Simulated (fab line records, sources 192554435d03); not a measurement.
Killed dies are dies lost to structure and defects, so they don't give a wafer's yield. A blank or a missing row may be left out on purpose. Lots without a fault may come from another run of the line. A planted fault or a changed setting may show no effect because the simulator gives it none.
Which tool did it? | flow n5_finfet | 9 lots, 27 wafers sampled, at 7 steps of a route of 1938

WHAT THE GAUGES READ, wafer by wafer
N5_BEOL_M7_OVL_MEAS_29. Usual: V6_OVL -0.6 nm, standard deviation 0.61.
lot  | measured     | on         | V6_OVL (nm)    | flag
L922 | day 9 17:08  | overlay-02 | -0.2 -0.5 0.0  |
L927 | day 11 10:39 | overlay-01 | -0.6 -1.2 -0.7 |
L928 | day 12 00:24 | overlay-01 | -0.4 -0.5 -0.9 |
L930 | day 12 08:57 | overlay-01 | 0.0 -0.6 -0.8  |
L934 | day 12 21:33 | overlay-02 | -0.6 -1.0 0.1  |
L933 | day 12 20:36 | overlay-01 | 0.1 0.0 0.8    |
L932 | day 12 20:47 | overlay-02 | -1.5 -1.0 -1.1 |
L920 | day 14 21:49 | overlay-01 | -1.0 -0.7 -1.3 |
L938 | day 14 21:59 | overlay-01 | -0.2 -0.2 -1.6 |

N5_BEOL_M7_OCD_MEAS_38. Usual: trench_depth_nm 93.6 nm, standard deviation 1.9.
lot  | measured     | on     | trench_depth_nm (nm) | flag
L922 | day 9 17:40  | ocd-02 | 96.0 93.8 93.3       |
L927 | day 11 11:45 | ocd-02 | 95.9 92.8 91.2       |
L928 | day 12 00:55 | ocd-01 | 91.9 94.4 92.0       |
L930 | day 12 09:29 | ocd-01 | 95.5 91.9 92.8       |
L934 | day 12 22:04 | ocd-01 | 93.5 92.5 94.6       |
L933 | day 12 21:07 | ocd-01 | 89.5 96.4 94.0       |
L932 | day 12 21:29 | ocd-01 | 95.5 95.0 94.7       |
L920 | day 14 22:23 | ocd-02 | 95.4 92.7 90.6       |
L938 | day 14 22:41 | ocd-01 | 85.4 85.8 94.8       |

N5_BEOL_M7_CD_MEAS_35: target cd 40 nm. Usual: cd_nm 39.9 nm, standard deviation 0.74.
lot  | measured     | on        | cd_nm (nm)     | flag
L922 | day 9 17:49  | cd_sem-02 | 40.0 39.8 40.0 |
L927 | day 11 11:55 | cd_sem-01 | 39.4 39.5 38.6 |
L928 | day 12 01:05 | cd_sem-01 | 40.5 40.5 39.7 |
L930 | day 12 09:38 | cd_sem-03 | 39.1 38.6 38.8 |
L934 | day 12 22:14 | cd_sem-01 | 40.5 40.9 40.7 |
L933 | day 12 21:17 | cd_sem-01 | 39.8 40.0 38.1 |
L932 | day 12 21:38 | cd_sem-03 | 39.6 40.4 39.7 |
L920 | day 14 22:32 | cd_sem-03 | 40.8 40.1 40.6 |
L938 | day 14 22:50 | cd_sem-01 | 40.8 40.1 40.5 |

N5_BEOL_M7_THK_MEAS_53: measures by xrf. Usual: M7_THK 79.1 nm, standard deviation 2.3.
lot  | measured     | on            | M7_THK (nm)    | flag
L922 | day 9 20:35  | film_metro-01 | 83.1 80.5 80.1 |
L927 | day 11 17:12 | film_metro-01 | 81.1 77.6 77.0 |
L928 | day 12 07:08 | film_metro-02 | 76.9 79.0 76.3 |
L930 | day 12 11:42 | film_metro-02 | 80.1 75.8 75.8 |
L934 | day 13 00:50 | film_metro-01 | 80.5 77.5 78.2 |
L933 | day 13 00:14 | film_metro-02 | 74.5 80.8 79.4 |
L932 | day 13 00:28 | film_metro-01 | 81.8 79.3 81.6 |
L920 | day 15 02:16 | film_metro-01 | 84.0 78.5 78.0 |
L938 | day 15 02:28 | film_metro-01 | 72.1 70.8 80.7 |

N5_BEOL_M7_RS_MEAS_57: measures by four-point-probe. Usual: M7_RS 0.285 ohm/sq, standard deviation 0.0095.
lot  | measured     | on            | M7_RS (ohm/sq)    | flag
L922 | day 9 20:43  | film_metro-02 | 0.269 0.279 0.282 |
L927 | day 11 17:22 | film_metro-01 | 0.275 0.288 0.292 |
L928 | day 12 07:16 | film_metro-02 | 0.294 0.285 0.297 |
L930 | day 12 11:50 | film_metro-01 | 0.283 0.301 0.302 |
L934 | day 13 00:58 | film_metro-02 | 0.276 0.289 0.286 |
L933 | day 13 00:22 | film_metro-02 | 0.306 0.278 0.283 |
L932 | day 13 00:36 | film_metro-01 | 0.274 0.284 0.274 |
L920 | day 15 02:24 | film_metro-02 | 0.266 0.288 0.290 |
L938 | day 15 02:36 | film_metro-01 | 0.319 0.326 0.278 |

WHICH TOOL RAN EACH LOT (tool, then ch and the chambers of the sampled wafers, then the start)
lot  | N5_BEOL_M7_STRIP_19                | N5_BEOL_M7_TRENCH_ETCH_37
L922 | rie_diel-04 ch 0,1,2, day 9 15:43  | rie_diel-05 ch 0,1,3, day 9 17:31
L927 | rie_diel-02 ch 0,2,3, day 11 08:52 | rie_diel-05 ch 0,2,3, day 11 11:35
L928 | rie_diel-02 ch 0,2, day 11 12:40   | rie_diel-02 ch 0,3, day 12 00:46
L930 | rie_diel-04 ch 0,1,3, day 12 07:15 | rie_diel-05 ch 0,1,2, day 12 09:19
L934 | rie_diel-04 ch 0,1,2, day 12 18:46 | rie_diel-02 ch 0,1,3, day 12 21:55
L933 | rie_diel-05 ch 2,3, day 12 19:01   | rie_diel-04 ch 1,2,3, day 12 20:58
L932 | rie_diel-05 ch 1,2, day 12 19:10   | rie_diel-02 ch 1,3, day 12 21:20
L920 | rie_diel-02 ch 0,2, day 14 20:28   | rie_diel-05 ch 0,2, day 14 22:13
L938 | rie_diel-05 ch 0,1, day 14 20:42   | rie_diel-02 ch 2,3, day 14 22:31
- N5_BEOL_M7_STRIP_19: strips in O2.
- N5_BEOL_M7_TRENCH_ETCH_37: etches SiCOH lowk in C4F6/O2, target depth 93.478 nm, time 31.2 s.

WHAT THE TOOLS THEMSELVES READ (means of the sampled wafers that have a number; where no wafer has one, the mark that the record gives instead)
N5_BEOL_M7_STRIP_19. Usual: drypump_motor_current_A 5.5 A, standard deviation 0.38; o2_flow_sccm 225.0 sccm, standard deviation 0.68; oes_product_au 0.79 a.u., standard deviation 0.084; rf_vpp_V 3.6 V, standard deviation 0.59; showerhead_plenum_p_Torr 2.12 Torr, standard deviation 0.07; throttle_valve_pct 16.77 %, standard deviation 0.14.
lot  | tool        | drypump_motor_current_A (A) | o2_flow_sccm (sccm) | oes_product_au (a.u.) | rf_vpp_V (V) | showerhead_plenum_p_Torr (Torr) | throttle_valve_pct (%) | flag
L922 | rie_diel-04 | 5.1                         | 224.8               | 0.79                  | 2.9          | 2.18                            | 16.70                  |
L927 | rie_diel-02 | 5.7                         | 225.4               | 0.79                  | 3.3          | 2.17                            | 16.68                  |
L928 | rie_diel-02 | 5.7                         | 224.6               | 0.75                  | 3.4          | 2.16                            | 16.79                  |
L930 | rie_diel-04 | 5.3                         | 225.5               | 0.81                  | 4.1          | 2.14                            | 16.69                  |
L934 | rie_diel-04 | 5.1                         | 224.7               | 0.77                  | 3.7          | 2.17                            | 16.75                  |
L933 | rie_diel-05 | 5.4                         | 224.8               | 0.71                  | 3.3          | 1.99                            | 16.80                  |
L932 | rie_diel-05 | 5.9                         | 225.1               | 0.74                  | 3.5          | 2.03                            | 16.91                  |
L920 | rie_diel-02 | 5.6                         | 225.2               | 0.74                  | 3.4          | 2.12                            | 16.84                  |
L938 | rie_diel-05 | 5.3                         | 224.8               | 0.85                  | 3.2          | 2.12                            | 16.84                  |

N5_BEOL_M7_TRENCH_ETCH_37. Usual: drypump_motor_current_A 5.5 A, standard deviation 0.36; oes_f_703_au 0.79 a.u., standard deviation 0.081; oes_o_777_au 0.79 a.u., standard deviation 0.077; oes_product_au 0.80 a.u., standard deviation 0.085; rf_fwd_power_W 341.4 W, standard deviation 1.4; rf_vpp_V 670 V, standard deviation 17; showerhead_plenum_p_Torr 2.88 Torr, standard deviation 0.098; throttle_valve_pct 21.08 %, standard deviation 0.15.
lot  | tool        | drypump_motor_current_A (A) | oes_f_703_au (a.u.) | oes_o_777_au (a.u.) | oes_product_au (a.u.) | rf_fwd_power_W (W) | rf_vpp_V (V) | showerhead_plenum_p_Torr (Torr) | throttle_valve_pct (%) | flag
L922 | rie_diel-05 | 5.5                         | 0.82                | 0.82                | 0.84                  | 341.2              | 674          | 2.85                            | 21.10                  |
L927 | rie_diel-05 | 5.4                         | 0.79                | 0.79                | 0.79                  | 341.6              | 661          | 2.79                            | 21.12                  |
L928 | rie_diel-02 | 5.6                         | 0.80                | 0.79                | 0.80                  | 343.4              | 658          | 2.93                            | 21.11                  |
L930 | rie_diel-05 | 5.6                         | 0.82                | 0.82                | 0.81                  | 339.9              | 663          | 2.82                            | 21.11                  |
L934 | rie_diel-02 | 5.8                         | 0.82                | 0.81                | 0.82                  | 342.2              | 661          | 2.94                            | 21.16                  |
L933 | rie_diel-04 | 5.1                         | 0.84                | 0.84                | 0.86                  | 342.4              | 680          | 2.88                            | 21.03                  |
L932 | rie_diel-02 | 5.9                         | 0.85                | 0.84                | 0.86                  | 341.1              | 663          | 2.94                            | 21.21                  |
L920 | rie_diel-05 | 5.4                         | 0.79                | 0.79                | 0.77                  | 342.2              | 650          | 2.76                            | 21.14                  |
L938 | rie_diel-02 | 5.7                         | 0.62                | 0.63                | 0.74                  | 287.4              | 753          | 2.97                            | 21.02                  | OFF

THE ANSWER, worked out from the rows above alone
Rule: a lot is off if the mean of its wafers that have a number lies more than 3 standard deviations from the usual mean. A lot without any number at a reading at which 4 lots or more have one is off too. The other lots that the step has rows for count as sound. The gauges are gone through in route order, then the tools' own readings, and for those a lot's mean is taken as printed above. The first step at which some lot is off is used, and at that step the reading that is off furthest; a lot without a number counts as furthest.
Off: L938, at N5_BEOL_M7_TRENCH_ETCH_37 (rf_fwd_power_W).
A tool fits if, at that step or a process step before it, it ran every lot that is off, and no sound lot after the first of them. Can't be told from this: 2 tools fit, rie_diel-05 at N5_BEOL_M7_STRIP_19, rie_diel-02 at N5_BEOL_M7_TRENCH_ETCH_37.

WHAT THE SIMULATOR HAD PUT IN
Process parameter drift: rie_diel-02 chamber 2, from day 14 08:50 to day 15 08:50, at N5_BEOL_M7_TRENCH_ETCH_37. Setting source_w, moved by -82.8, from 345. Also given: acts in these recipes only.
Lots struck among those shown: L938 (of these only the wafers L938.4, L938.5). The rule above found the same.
